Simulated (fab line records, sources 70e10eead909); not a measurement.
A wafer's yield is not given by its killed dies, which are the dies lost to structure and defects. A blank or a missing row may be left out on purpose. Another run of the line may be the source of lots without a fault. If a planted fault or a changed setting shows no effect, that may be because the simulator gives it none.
fab line records ; flow nand_harc
[record] lots = 6; wafers = 18; last_day = 24
route steps=1159 shown A_M0@1014 A_M1@1026 END@1159
lots that met no fault: from a run of the same line without faults
start_h: the number of hours between the record's first day and the start of the first shown wafer of the lot ; wait_h: hours from the lot's prior step to this one ; " identical to the entry in the row above ; L1.1+2: one row covering several wafers at once ; - no value present, or no start provided ; * or withheld: withheld ; < > ~ a bound
route shown NAME@n: NAME is a module with steps in the file, n the number in the route of the first one ; usual: mean/standard deviation of fault-free wafers ; same: alike in all rows ; chamber/n: place in a boat ; sites: the reading at each site ; _std_site: the standard deviation of these ; _edge_site: mean of outer sites minus mean of inner sites ; radius_mm: for every site, how far away it sits from the centre of the wafer ; mask NAME#n: copy n ; behind: the most recent tool/chamber to have shaped the wafer ; hold: why the lot was held/for how many hours/how that ended ; device: the transistor (n, p or np) that didn't switch ; end of line: tests of these same wafers at the route's end ; a step with no rows: only its recipe ; killed: dies lost to structure and defects at the first sort, not the wafer's yield ; map: shows each die of a wafer: x if killed, . if not, _ if none is there
set.NAME: the setting that was run; set.NAME@STEP: the one run at that earlier step ; model.NAME: the simulator's own value behind a step, which no gauge read
lots at selected steps of the route; one table per step, one row per wafer
services: from which hour (start_h, from the record's first day; less than 0 if before it) a tool's chamber was out of use, for how many hours, and why
[[steps]]
[step NHARC_A_M0_PRE_CLEAN_29]
[recipe] time_s = 30; temp_c = 280; gas = H2/He
[usual] heater_power_w = 416/46
lot.wafer;tool;chamber;start_h;wait_h;heater_power_w
L901.1;pvd_sputter-01;-;-;-;431
L901.2;pvd_sputter-01;-;-;-;430
L901.5;pvd_sputter-01;-;-;-;419
L905.1;pvd_sputter-01;-;-;-;474
L905.3;pvd_sputter-01;-;-;-;339
L905.6;pvd_sputter-01;-;-;-;485
L914.2;pvd_sputter-01;-;-;-;335
L914.1;pvd_sputter-01;-;-;-;423
L914.4;pvd_sputter-01;-;-;-;426
L912.3;pvd_sputter-03;-;-;-;448
L912.6;pvd_sputter-03;-;-;-;396
L912.5;pvd_sputter-03;-;-;-;377
L917.3;pvd_sputter-03;-;-;-;369
L917.4;pvd_sputter-03;-;-;-;489
L917.5;pvd_sputter-03;-;-;-;442
L922.3;pvd_sputter-01;-;-;-;464
L922.1;pvd_sputter-01;-;-;-;466
L922.5;pvd_sputter-01;-;-;-;350
[step NHARC_A_M0_PVD_20]
[recipe] target_thk_a = 50; bias_v = 168.6; power_w = 15000; chamber_pressure_pa = 0.12; time_s = 8.06; substrate_temp_c = 50; material = TaN
[step NHARC_A_M0_PVD_21]
[recipe] target_thk_a = 300; chamber_pressure_pa = 5; power_w = 5000; substrate_temp_c = 30; time_s = 20.49; material = Cu
[step NHARC_A_M0_ECD_22]
[recipe] target_thk_a = 4000; bath_temp_c = 25; material = Cu
[step NHARC_A_M0_ANNEAL_30]
[recipe] temp_c = 225; time_s = 90
[step NHARC_A_M0_CMP_23]
[recipe] t_overpolish_s = 20; target_thk_nm = 113.75
[step NHARC_A_M0_THK_MEAS_24]
[recipe] thk_meas_gauge = xrf
[usual] thk_nm = 113.9/1.7
lot.wafer;tool;chamber;start_h;wait_h;thk_nm
L901.1;film_metro-01;-;411.51;-;111.9
L901.2;film_metro-01;-;411.51;-;114.8
L901.5;film_metro-01;-;411.51;-;113.1
L905.1;film_metro-01;-;413.53;-;115.9
L905.3;film_metro-01;-;413.53;-;111.7
L905.6;film_metro-01;-;413.53;-;114.1
L914.1;film_metro-02;-;477.97;-;114.5
L914.2;film_metro-02;-;477.97;-;111.0
L914.4;film_metro-02;-;477.97;-;114.0
L912.3;film_metro-02;-;478.14;-;115.1
L912.5;film_metro-02;-;478.14;-;117.3
L912.6;film_metro-02;-;478.14;-;114.3
L917.3;film_metro-01;-;495.20;-;115.6
L917.4;film_metro-01;-;495.20;-;111.6
L917.5;film_metro-01;-;495.20;-;115.1
L922.1;film_metro-02;-;538.32;-;111.1
L922.3;film_metro-02;-;538.32;-;110.9
L922.5;film_metro-02;-;538.32;-;114.5
[step NHARC_A_M0_SRD_25]
[step NHARC_A_M0_INSPECT_27]
[usual] raw_defect_count = 455/140
lot.wafer;tool;chamber;start_h;wait_h;raw_defect_count
L901.1;defect_inspect-02;-;411.70;0.0;416
L901.2;defect_inspect-02;-;411.70;0.0;300
L901.5;defect_inspect-02;-;411.70;0.0;449
L905.1;defect_inspect-02;-;413.69;0.0;344
L905.3;defect_inspect-02;-;413.69;0.0;638
L905.6;defect_inspect-02;-;413.69;0.0;267
L914.1;defect_inspect-02;-;478.15;0.0;582
L914.2;defect_inspect-02;-;478.15;0.0;435
L914.4;defect_inspect-02;-;478.15;0.0;440
L912.3;defect_inspect-02;-;478.32;0.0;592
L912.5;defect_inspect-02;-;478.32;0.0;730
L912.6;defect_inspect-02;-;478.32;0.0;553
L917.3;defect_inspect-01;-;495.36;0.0;427
L917.4;defect_inspect-01;-;495.36;0.0;389
L917.5;defect_inspect-01;-;495.36;0.0;360
L922.1;defect_inspect-02;-;538.48;0.0;431
L922.3;defect_inspect-02;-;538.48;0.0;421
L922.5;defect_inspect-02;-;538.48;0.0;741
[step NHARC_A_M0_PRE_CLEAN_31]
[recipe] time_s = 12; temp_c = 370; rf_power_w = 300; gas = NH3
[usual] heater_power_outer_w = 348/45; heater_power_w = 616/69
lot.wafer;tool;chamber;start_h;wait_h;heater_power_outer_w;heater_power_w
L901.1;pecvd-03;0;411.78;0.1;368;692
L901.2;pecvd-03;1;411.78;0.1;372;657
L901.5;pecvd-03;0;411.78;0.1;374;693
L905.1;pecvd-01;0;413.76;0.1;310;602
L905.3;pecvd-01;2;413.76;0.1;400;623
L905.6;pecvd-01;0;413.76;0.1;312;591
L914.1;pecvd-01;0;478.22;0.1;307;581
L914.2;pecvd-01;2;478.22;0.1;429;682
L914.4;pecvd-01;2;478.22;0.1;416;671
L912.3;pecvd-02;1;480.54;2.2;348;613
L912.5;pecvd-02;1;480.54;2.2;355;602
L912.6;pecvd-02;0;480.54;2.2;265;474
L917.3;pecvd-03;2;495.45;0.1;348;629
L917.4;pecvd-03;0;495.45;0.1;330;647
L917.5;pecvd-03;2;495.45;0.1;351;591
L922.1;pecvd-01;2;538.55;0.1;439;705
L922.3;pecvd-01;2;538.55;0.1;439;700
L922.5;pecvd-01;2;538.55;0.1;445;727
[step NHARC_A_M0_DEP_32]
[recipe] target_thk_a = 300; temp_c = 370; target_thk_nm = 30; pressure_torr = 3; flow_sccm = 200; rf_w = 450; material = SiCN
[step NHARC_A_M1_DEP_00]
[recipe] target_thk_a = 1825; target_thk_nm = 182.5; temp_c = withheld; pressure_torr = 5; flow_sccm = 200; rf_w = 600; material = SiOC
lot.wafer;tool;chamber;start_h;wait_h
L901.1+2+5;pecvd-01;0,2,2;412.24;-
L905.3+1+6;pecvd-03;0,1,1;414.25;-
L914.1+2+4;pecvd-01;2,0,2;479.84;1.4
L912.3+6+5;pecvd-01;2,2,0;481.46;-
L917.3+5+4;pecvd-02;1,2,1;496.39;-
L922.3+1+5;pecvd-03;1,2,0;539.21;0.4
[step NHARC_A_M1_DEHYDRATE_01]
[recipe] temp_c = 150; time_s = 120
[step NHARC_A_M1_HMDS_02]
[recipe] time_s = 30
[step NHARC_A_M1_COAT_34]
[recipe] temp_c = 200; time_s = 65
[step NHARC_A_M1_COAT_03]
[recipe] spin_rpm = 1500; resist_thk_nm = 90
[step NHARC_A_M1_SOFTBAKE_04]
[recipe] temp_c = 105; time_s = 55
[step NHARC_A_M1_EBR_05]
[step NHARC_A_M1_EXPOSE_06]
[recipe] na = 1.35; target_cd_nm = 120; dose_mj = 75.13; mask_id = A_M1
[step NHARC_A_M1_PEB_07]
[recipe] peb_temp_c = 100; peb_time_s = 65
[step NHARC_A_M1_DEVELOP_08]
[recipe] develop_time_s = 35; dev_temp_c = 23
[step NHARC_A_M1_CD_MEAS_09]
[recipe] target_cd_nm = 120; landing_energy_ev = 500
[usual] cd_nm = 119.9/0.8
lot.wafer;tool;chamber;start_h;wait_h;cd_nm
L901.1;cd_sem-02;0;413.10;-;119.2
L901.2;cd_sem-02;0;413.10;-;120.2
L901.5;cd_sem-02;0;413.10;-;120.0
L905.1;cd_sem-02;0;415.08;-;119.8
L905.3;cd_sem-02;0;415.08;-;118.6
L905.6;cd_sem-02;0;415.08;-;119.6
L914.1;cd_sem-01;0;480.80;-;119.5
L914.2;cd_sem-01;0;480.80;-;120.2
L914.4;cd_sem-01;0;480.80;-;120.5
L912.3;cd_sem-01;0;482.30;-;120.1
L912.5;cd_sem-01;0;482.30;-;120.7
L912.6;cd_sem-01;0;482.30;-;119.4
L917.3;cd_sem-03;0;497.01;-;120.8
L917.4;cd_sem-03;0;497.01;-;118.8
L917.5;cd_sem-03;0;497.01;-;119.4
L922.1;cd_sem-02;0;540.04;-;120.7
L922.3;cd_sem-02;0;540.04;-;119.2
L922.5;cd_sem-02;0;540.04;-;121.7
[step NHARC_A_M1_OVL_MEAS_10]
[recipe] pitch_nm = 240
[usual] overlay_x_nm = 0.0/0.66; overlay_y_nm = 0.1/0.84
lot.wafer;tool;chamber;start_h;wait_h;overlay_x_nm;overlay_y_nm
L901.1;overlay-02;-;413.19;-;0.3;0.8
L901.2;overlay-02;-;413.19;-;-0.3;1.0
L901.5;overlay-02;-;413.19;-;0.0;0.3
L905.1;overlay-01;-;415.17;-;0.1;0.5
L905.3;overlay-01;-;415.17;-;0.3;0.4
L905.6;overlay-01;-;415.17;-;0.2;0.4
L914.1;overlay-02;-;480.89;-;-0.6;1.5
L914.2;overlay-02;-;480.89;-;-0.7;1.0
L914.4;overlay-02;-;480.89;-;-0.6;1.3
L912.3;overlay-02;-;482.39;-;0.3;0.0
L912.5;overlay-02;-;482.39;-;0.9;-0.2
L912.6;overlay-02;-;482.39;-;1.0;-0.4
L917.3;overlay-02;-;497.10;-;0.6;0.0
L917.4;overlay-02;-;497.10;-;0.3;0.2
L917.5;overlay-02;-;497.10;-;0.3;0.7
L922.1;overlay-01;-;540.13;-;-0.4;-0.1
L922.3;overlay-01;-;540.13;-;-0.6;0.1
L922.5;overlay-01;-;540.13;-;-0.9;0.1
[step NHARC_A_M1_INSPECT_11]
[usual] raw_defect_count = 30/13
lot.wafer;tool;chamber;start_h;wait_h;raw_defect_count
L901.1;defect_inspect-01;-;413.22;0.0;12
L901.2;defect_inspect-01;-;413.22;0.0;9
L901.5;defect_inspect-01;-;413.22;0.0;16
L905.1;defect_inspect-01;-;415.21;0.0;33
L905.3;defect_inspect-01;-;415.21;0.0;25
L905.6;defect_inspect-01;-;415.21;0.0;27
L914.1;defect_inspect-01;-;480.92;0.0;23
L914.2;defect_inspect-01;-;480.92;0.0;15
L914.4;defect_inspect-01;-;480.92;0.0;12
L912.3;defect_inspect-02;-;482.44;0.1;41
L912.5;defect_inspect-02;-;482.44;0.1;36
L912.6;defect_inspect-02;-;482.44;0.1;41
L917.3;defect_inspect-02;-;497.13;0.0;19
L917.4;defect_inspect-02;-;497.13;0.0;21
L917.5;defect_inspect-02;-;497.13;0.0;18
L922.1;defect_inspect-02;-;540.17;0.0;46
L922.3;defect_inspect-02;-;540.17;0.0;40
L922.5;defect_inspect-02;-;540.17;0.0;45
[step NHARC_A_M1_DESCUM_14]
[recipe] time_s = 3; o2_flow_sccm = 200; ar_flow_sccm = 0; bias_power_w = 0; chemistry = O2
[step NHARC_A_M1_ETCH_35]
[recipe] target_depth_a = 400; overetch_a = 120; time_s = 43.94; ion_energy_ev = 200; n2_flow_sccm = 150; h2_flow_sccm = 150; ar_flow_sccm = 0; rf_w = 400; bias_w = 150; chemistry = N2/H2
[usual] bias_w = 150.0/0.45; drypump_motor_current_A = 5.7/0.44; oes_product_au = 1.001/0.014; rf_vpp_V = 430.7/2.9; showerhead_plenum_p_Torr = 2.05/0.097; throttle_valve_pct = 14.171/0.0086
lot.wafer;tool;chamber;start_h;wait_h;bias_w;drypump_motor_current_A;oes_product_au;rf_hours_counter_h;rf_vpp_V;showerhead_plenum_p_Torr;throttle_valve_pct
L901.1;rie_diel-12;0;413.38;0.1;149.9;5.0;0.989;1;432.2;2.11;14.166
L901.2;rie_diel-12;1;413.38;0.1;149.5;5.2;1.012;1;429.5;1.99;14.179
L901.5;rie_diel-12;2;413.38;0.1;149.9;6.4;1.020;-;429.0;2.00;14.182
L905.3;rie_diel-02;2;415.35;0.1;150.0;6.3;1.013;6;431.0;2.03;14.180
L905.1;rie_diel-02;3;415.35;0.1;150.0;5.8;1.009;6;434.6;2.18;14.166
L905.6;rie_diel-02;3;415.35;0.1;149.8;5.8;1.009;-;434.5;2.18;14.179
L914.1;rie_diel-05;1;481.07;0.1;149.4;5.7;0.995;8;428.1;1.91;14.178
L914.2;rie_diel-05;2;481.07;0.1;150.6;5.5;1.014;9;433.5;2.14;14.164
L914.4;rie_diel-05;0;481.07;0.1;149.9;5.2;1.001;8;432.2;2.10;14.179
L912.3;rie_diel-12;3;482.60;0.1;150.2;5.6;1.008;3;435.6;2.20;14.176
L912.6;rie_diel-12;0;482.60;0.1;149.8;5.0;0.992;-;432.9;2.11;14.170
L912.5;rie_diel-12;1;482.60;0.1;148.9;5.2;1.022;-;429.6;1.98;14.174
L917.3;rie_diel-02;2;497.30;0.1;149.8;6.3;1.008;11;430.0;2.03;14.168
L917.4;rie_diel-02;3;497.30;0.1;150.3;5.8;1.010;11;433.3;2.18;14.161
L917.5;rie_diel-02;3;497.30;0.1;149.4;5.8;1.001;-;434.0;2.17;14.183
L922.3;rie_diel-12;0;540.32;0.1;150.0;5.0;0.983;4;431.1;2.11;14.180
L922.1;rie_diel-12;1;540.32;0.1;149.8;5.2;1.000;4;429.7;1.98;14.161
L922.5;rie_diel-12;3;540.32;0.1;150.6;5.6;0.988;-;435.9;2.20;14.176
[step NHARC_A_M1_ETCH_15]
[recipe] target_depth_a = 1825; time_s = 91.2; c4f8_flow_sccm = withheld; ar_flow_sccm = 400; rf_w = 600; bias_w = 300; chemistry = C4F8/Ar
[step NHARC_A_M1_CD_MEAS_16]
[usual] cd_nm = 120.1/0.97
lot.wafer;tool;chamber;start_h;wait_h;cd_nm
L901.1;cd_sem-02;-;413.60;-;118.5
L901.2;cd_sem-02;-;413.60;-;121.3
L901.5;cd_sem-02;-;413.60;-;120.9
L905.1;cd_sem-03;-;415.57;-;120.1
L905.3;cd_sem-03;-;415.57;-;118.6
L905.6;cd_sem-03;-;415.57;-;120.1
L914.1;cd_sem-01;-;481.30;-;119.1
L914.2;cd_sem-01;-;481.30;-;119.6
L914.4;cd_sem-01;-;481.30;-;120.3
L912.3;cd_sem-02;-;482.81;-;120.8
L912.5;cd_sem-02;-;482.81;-;121.6
L912.6;cd_sem-02;-;482.81;-;120.3
L917.3;cd_sem-01;-;497.53;-;121.7
L917.4;cd_sem-01;-;497.53;-;120.2
L917.5;cd_sem-01;-;497.53;-;119.5
L922.1;cd_sem-01;-;540.53;-;120.3
L922.3;cd_sem-01;-;540.53;-;119.3
L922.5;cd_sem-01;-;540.53;-;121.3
[step NHARC_A_M1_STRIP_18]
[recipe] power_w = 1000; n2_flow_sccm = 150; h2_flow_sccm = 150; ar_flow_sccm = 0; bias_w = 0; chemistry = N2/H2
[step NHARC_A_M1_ETCH_28]
[recipe] target_depth_a = 300; over_etch_frac = 0.3; time_s = 72.99; ion_energy_ev = 150; cf4_flow_sccm = 50; n2_flow_sccm = 100; ar_flow_sccm = 150; rf_w = 300; bias_w = 100; chemistry = CF4/N2
[step NHARC_A_M1_STRIP_19]
[recipe] time_s = 600; temp_c = 30; chemistry = post_etch_residue_remover
[step NHARC_A_M1_DEGAS_29]
[recipe] temp_c = 250; time_s = 60
[step NHARC_A_M1_PRE_CLEAN_30]
[recipe] time_s = 30; temp_c = 280; gas = H2/He
[usual] heater_power_w = 404/45
lot.wafer;tool;chamber;start_h;wait_h;heater_power_w
L901.2;pvd_sputter-02;-;-;-;402
L901.1;pvd_sputter-02;-;-;-;326
L901.5;pvd_sputter-02;-;-;-;330
L905.3;pvd_sputter-03;-;-;-;387
L905.1;pvd_sputter-03;-;-;-;430
L905.6;pvd_sputter-03;-;-;-;469
L914.1;pvd_sputter-02;-;-;-;382
L914.2;pvd_sputter-02;-;-;-;328
L914.4;pvd_sputter-02;-;-;-;462
L912.3;pvd_sputter-02;-;-;-;335
L912.6;pvd_sputter-02;-;-;-;331
L912.5;pvd_sputter-02;-;-;-;444
L917.3;pvd_sputter-01;-;-;-;434
L917.4;pvd_sputter-01;-;-;-;465
L917.5;pvd_sputter-01;-;-;-;483
L922.3;pvd_sputter-02;-;-;-;401
L922.1;pvd_sputter-02;-;-;-;337
L922.5;pvd_sputter-02;-;-;-;377
[step NHARC_A_M1_PVD_20]
[recipe] target_thk_a = 50; bias_v = 168.6; power_w = 15000; chamber_pressure_pa = 0.12; time_s = 8.06; substrate_temp_c = 50; material = TaN
[step NHARC_A_M1_PVD_21]
[recipe] target_thk_a = 300; chamber_pressure_pa = 5; power_w = 5000; substrate_temp_c = 30; time_s = 20.49; material = Cu
[usual] throttle_valve_pct = 29.8/0.65
lot.wafer;tool;chamber;start_h;wait_h;throttle_valve_pct
L901.2;pvd_sputter-02;-;-;-;30.4
L901.1;pvd_sputter-02;-;-;-;29.6
L901.5;pvd_sputter-02;-;-;-;29.8
L905.3;pvd_sputter-03;-;-;-;30.8
L905.1;pvd_sputter-03;-;-;-;29.5
L905.6;pvd_sputter-03;-;-;-;30.2
L914.4;pvd_sputter-02;-;-;-;30.4
L914.1;pvd_sputter-02;-;-;-;29.2
L914.2;pvd_sputter-02;-;-;-;29.1
L912.3;pvd_sputter-02;-;-;-;29.7
L912.5;pvd_sputter-02;-;-;-;28.9
L912.6;pvd_sputter-02;-;-;-;29.7
L917.3;pvd_sputter-01;-;-;-;29.9
L917.4;pvd_sputter-01;-;-;-;29.5
L917.5;pvd_sputter-01;-;-;-;30.1
L922.1;pvd_sputter-02;-;-;-;29.6
L922.3;pvd_sputter-02;-;-;-;30.5
L922.5;pvd_sputter-02;-;-;-;29.7
[step NHARC_A_M1_ECD_22]
[recipe] target_thk_a = 4000; bath_temp_c = 25; material = Cu
[step NHARC_A_M1_ANNEAL_31]
[recipe] temp_c = 225; time_s = 90
[step NHARC_A_M1_CMP_23]
[recipe] t_overpolish_s = 20; target_thk_nm = 154.34
[step NHARC_A_M1_SRD_25]
[step NHARC_END_SORT_01]
[recipe] temp_c = 25
[usual] defect_limited_yield = 95.5/1.5; killed_at_array = 27/10; killed_at_other = 0.6/0.96; killed_at_periphery = 3.4/2.7; killed_dies = 31/10; killed_open = 2.9/1.8; killed_short = 1.8/1.4; sort_bin_2_pct = 1.4/0.66; sort_bin_3_pct = 0.25/0.23; sort_bin_4_pct = 2.8/0.94; sort_n_pass = 646/10; sort_rim_yield_pct = 96.2/2.6; sort_yield_pct = 95.5/1.5
[same] gross_dies = 677; sort_bin_5_pct[%] = 0; sort_bin_6_pct[%] = 0; sort_bin_7_pct[%] = 0; sort_bin_8_pct[%] = 0; sort_rim_n_gross = 106.00
lot.wafer;tool;chamber;start_h;wait_h;defect_limited_yield[%];killed_at_array;killed_at_other;killed_at_periphery;killed_dies;killed_open;killed_short;sort_bin_2_pct[%];sort_bin_3_pct[%];sort_bin_4_pct[%];sort_n_pass;sort_rim_yield_pct[%];sort_yield_pct[%]
L914.1;prober-01;0;517.38;2.5;0;672;2;3;677;2;2;97.6;0.15;2.2;0;0;0
L914.2;prober-01;0;518.18;2.8;0;675;0;2;677;1;1;98.1;0.15;1.8;0;0;0
L914.4;prober-01;0;519.80;3.4;0;674;1;2;677;2;0;99.1;0;0.9;0;0;0
L912.3;prober-02;0;518.99;3.1;0;676;0;1;677;2;0;95.3;0.59;4.1;0;0;0
L912.5;prober-02;0;520.60;3.7;0;674;1;2;677;6;1;95.9;0.15;4.0;0;0;0
L912.6;prober-02;0;521.41;4.0;0;676;0;1;677;3;1;96.2;0;3.8;0;0;0
L917.3;prober-02;0;532.92;3.1;96.8;19;3;0;22;2;2;0.4;0.30;2.5;655;96.2;96.8
L917.4;prober-02;0;533.71;3.4;96.3;22;2;1;25;4;2;0.7;0.30;2.7;652;98.1;96.3
L917.5;prober-02;0;534.50;3.7;97.8;14;1;0;15;1;2;0.4;0.15;1.6;662;100.0;97.8
// killed by level:class
L914.1 A_M1:area_dep=651 A_CONTACT:chamber_film_flake=10 A_CHANNEL_HOLE_D1:chamber_film_flake=7 A_SLIT:chamber_film_flake=2 P_GATE:geometric_particle:short=1 P_M1:geometric_particle:open=1 A_SOURCE_PLATE:geometric_particle:short=1 STARTING-WAFER:geometric_particle:open=1
L914.2 A_M1:area_dep=657 A_CONTACT:chamber_film_flake=10 A_CHANNEL_HOLE_D1:chamber_film_flake=4 P_M2:geometric_particle:open=1 A_ONON_D1:geometric_particle:short=1 P_STI:chamber_film_flake=1 A_ZERO_WELL:chamber_film_flake=1 A_STAIRCASE:chamber_film_flake=1
L912.3 A_M1:area_dep=638 A_SLIT:chamber_film_flake=18 A_CONTACT:chamber_film_flake=7 A_CHANNEL_HOLE_D1:chamber_film_flake=6 A_STAIRCASE:chamber_film_flake=4 P_GATE:geometric_particle:open=1 A_CONTACT:geometric_particle:open=1 A_ZERO_WELL:chamber_film_flake=1
L914.4 A_M1:area_dep=667 A_CONTACT:chamber_film_flake=5 A_CHANNEL_HOLE_D1:chamber_film_flake=2 P_GATE:geometric_particle:open=1 P_BONDPAD:geometric_particle:open=1 THIN_TSV:chamber_film_flake=1
L912.5 A_M1:area_dep=636 A_SLIT:chamber_film_flake=14 A_STAIRCASE:chamber_film_flake=7 A_CONTACT:chamber_film_flake=6 A_CHANNEL_HOLE_D1:chamber_film_flake=4 A_CONTACT:geometric_particle:open=2 P_CONTACT:geometric_particle:open=1 A_WL_FILL:geometric_particle:open=1
L912.6 A_M1:area_dep=635 A_SLIT:chamber_film_flake=18 A_STAIRCASE:chamber_film_flake=7 A_CHANNEL_HOLE_D1:chamber_film_flake=6 A_CONTACT:chamber_film_flake=6 P_M0:geometric_particle:short=1 A_SOURCE_PLATE:geometric_particle:open=1 A_CHANNEL_FILL_D1:geometric_particle:open=1
L917.3 A_CHANNEL_HOLE_D1:chamber_film_flake=8 A_CONTACT:chamber_film_flake=5 THIN_TSV:chamber_film_flake=3 A_SOURCE_PLATE:geometric_particle:short=1 A_CHANNEL_FILL_D1:geometric_particle:short=1 A_STAIRCASE:geometric_particle:open=1 A_CONTACT:geometric_particle:open=1 A_STAIRCASE:chamber_film_flake=1
L917.4 A_CHANNEL_HOLE_D1:chamber_film_flake=10 A_CONTACT:geometric_particle:open=3 A_CONTACT:chamber_film_flake=3 A_WL_FILL:chamber_film_flake=2 THIN_TSV:chamber_film_flake=2 A_ONON_D1:geometric_particle:short=1 A_WL_FILL:geometric_particle:open=1 A_M0:geometric_particle:short=1
L917.5 A_CHANNEL_HOLE_D1:chamber_film_flake=9 A_CONTACT:chamber_film_flake=3 A_CHANNEL_HOLE_D1:geometric_particle:short=1 A_M0:geometric_particle:open=1 STARTING-WAFER:geometric_particle:short=1
// map L912.3 (x killed, . not)
____________x____________
_________xxxxxxx_________
_______xxxxxxxxxxx_______
______xxxxxxxxxxxxx______
_____xxxxxxxxxxxxxxx_____
____xxxxxxxxxxxxxxxxx____
____xxxxxxxxxxxxxxxxx____
___xxxxxxxxxxxxxxxxxxx___
___xxxxxxxxxxxxxxxxxxx___
__xxxxxxxxxxxxxxxxxxxxx__
__xxxxxxxxxxxxxxxxxxxxx__
_xxxxxxxxxxxxxxxxxxxxxxx_
_xxxxxxxxxxxxxxxxxxxxxxx_
_xxxxxxxxxxxxxxxxxxxxxxx_
_xxxxxxxxxxxxxxxxxxxxxxx_
_xxxxxxxxxxxxxxxxxxxxxxx_
xxxxxxxxxxxxxxxxxxxxxxxxx
xxxxxxxxxxxxxxxxxxxxxxxxx
xxxxxxxxxxxxxxxxxxxxxxxxx
xxxxxxxxxxxxxxxxxxxxxxxxx
xxxxxxxxxxxxxxxxxxxxxxxxx
_xxxxxxxxxxxxxxxxxxxxxxx_
_xxxxxxxxxxxxxxxxxxxxxxx_
_xxxxxxxxxxxxxxxxxxxxxxx_
_xxxxxxxxxxxxxxxxxxxxxxx_
_xxxxxxxxxxxxxxxxxxxxxxx_
__xxxxxxxxxxxxxxxxxxxxx__
__xxxxxxxxxxxxxxxxxxxxx__
___xxxxxxxxxxxxxxxxxxx___
___xxxxxxxxxxxxxxxxxxx___
____xxxxxxxxxxxxxxxxx____
____xxxxxxxxxxxxxxxxx____
_____xxxxxxxxxxxxxxx_____
______xxxxxxxxxxxxx______
_______xxxxxxxxxxx_______
_________xxxxxxx_________
____________x____________
// map L914.1 (x killed, . not)
____________x____________
_________xxxxxxx_________
_______xxxxxxxxxxx_______
______xxxxxxxxxxxxx______
_____xxxxxxxxxxxxxxx_____
____xxxxxxxxxxxxxxxxx____
____xxxxxxxxxxxxxxxxx____
___xxxxxxxxxxxxxxxxxxx___
___xxxxxxxxxxxxxxxxxxx___
__xxxxxxxxxxxxxxxxxxxxx__
__xxxxxxxxxxxxxxxxxxxxx__
_xxxxxxxxxxxxxxxxxxxxxxx_
_xxxxxxxxxxxxxxxxxxxxxxx_
_xxxxxxxxxxxxxxxxxxxxxxx_
_xxxxxxxxxxxxxxxxxxxxxxx_
_xxxxxxxxxxxxxxxxxxxxxxx_
xxxxxxxxxxxxxxxxxxxxxxxxx
xxxxxxxxxxxxxxxxxxxxxxxxx
xxxxxxxxxxxxxxxxxxxxxxxxx
xxxxxxxxxxxxxxxxxxxxxxxxx
xxxxxxxxxxxxxxxxxxxxxxxxx
_xxxxxxxxxxxxxxxxxxxxxxx_
_xxxxxxxxxxxxxxxxxxxxxxx_
_xxxxxxxxxxxxxxxxxxxxxxx_
_xxxxxxxxxxxxxxxxxxxxxxx_
_xxxxxxxxxxxxxxxxxxxxxxx_
__xxxxxxxxxxxxxxxxxxxxx__
__xxxxxxxxxxxxxxxxxxxxx__
___xxxxxxxxxxxxxxxxxxx___
___xxxxxxxxxxxxxxxxxxx___
____xxxxxxxxxxxxxxxxx____
____xxxxxxxxxxxxxxxxx____
_____xxxxxxxxxxxxxxx_____
______xxxxxxxxxxxxx______
_______xxxxxxxxxxx_______
_________xxxxxxx_________
____________x____________
[[services]]
tool;chamber;start_h;hours;kind
pvd_sputter-02;-;392.14;10.0;pm
pecvd-03;2;395.36;10.0;repair
rie_diel-02;-;395.66;2.1;repair
rie_diel-05;-;414.97;1.8;repair
pecvd-01;-;418.24;13.0;pm
pecvd-01;0;418.24;13.0;vent_cycle
pecvd-01;1;418.24;13.0;vent_cycle
pecvd-01;2;418.24;13.0;vent_cycle
pvd_sputter-03;-;458.00;10.0;pm
pecvd-03;-;474.10;13.0;pm
rie_diel-05;2;489.47;4.9;repair
rie_diel-12;0;489.96;3.9;repair
pecvd-03;-;495.88;3.1;repair
rie_diel-02;-;504.70;9.0;pm
pvd_sputter-03;-;508.14;6.9;repair
pvd_sputter-01;-;514.00;10.0;pm
pecvd-02;-;515.25;13.0;pm
rie_diel-05;-;517.60;9.0;pm
pecvd-01;-;524.65;1.1;repair
pecvd-02;1;528.69;10.7;repair
rie_diel-05;1;533.22;13.6;repair
pvd_sputter-03;-;534.05;5.7;repair
rie_diel-12;-;534.13;0.4;repair
pecvd-01;2;541.20;4.9;repair
[[key]]
[first_sign] step = NHARC_END_SORT_01; reading = sort_bin_2_pct; direction = up; sigmas = 99+; usual = 1.4; struck = 97.0
[effect] step = NHARC_END_SORT_01; reading = killed_dies; direction = up; sigmas = 65; usual = 31; struck = 677
[more_kills_born_at] NHARC_A_M1_DEP_00@pecvd-01 = 3884
met_at NHARC_A_M1_DEP_00
struck_wafers L912.3,L912.5,L912.6,L914.1,L914.2,L914.4
later_rows_left_out L912.3,L912.5,L912.6,L914.1,L914.2,L914.4
onset_between 412.24 479.84
[fault] kind = process_parameter_drift; tool = pecvd-01; chamber = -; onset_h = 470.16; steps = NHARC_A_M1_DEP_00; channel = target_thk_nm; offset = 78.695; shape = step; end_h = 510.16; acts_in = these_recipes_only; stated = 182.5
// later_rows_left_out: the simulator's readings of these wafers behind a module that went badly wrong aren't trusted and aren't shown, but for the sort
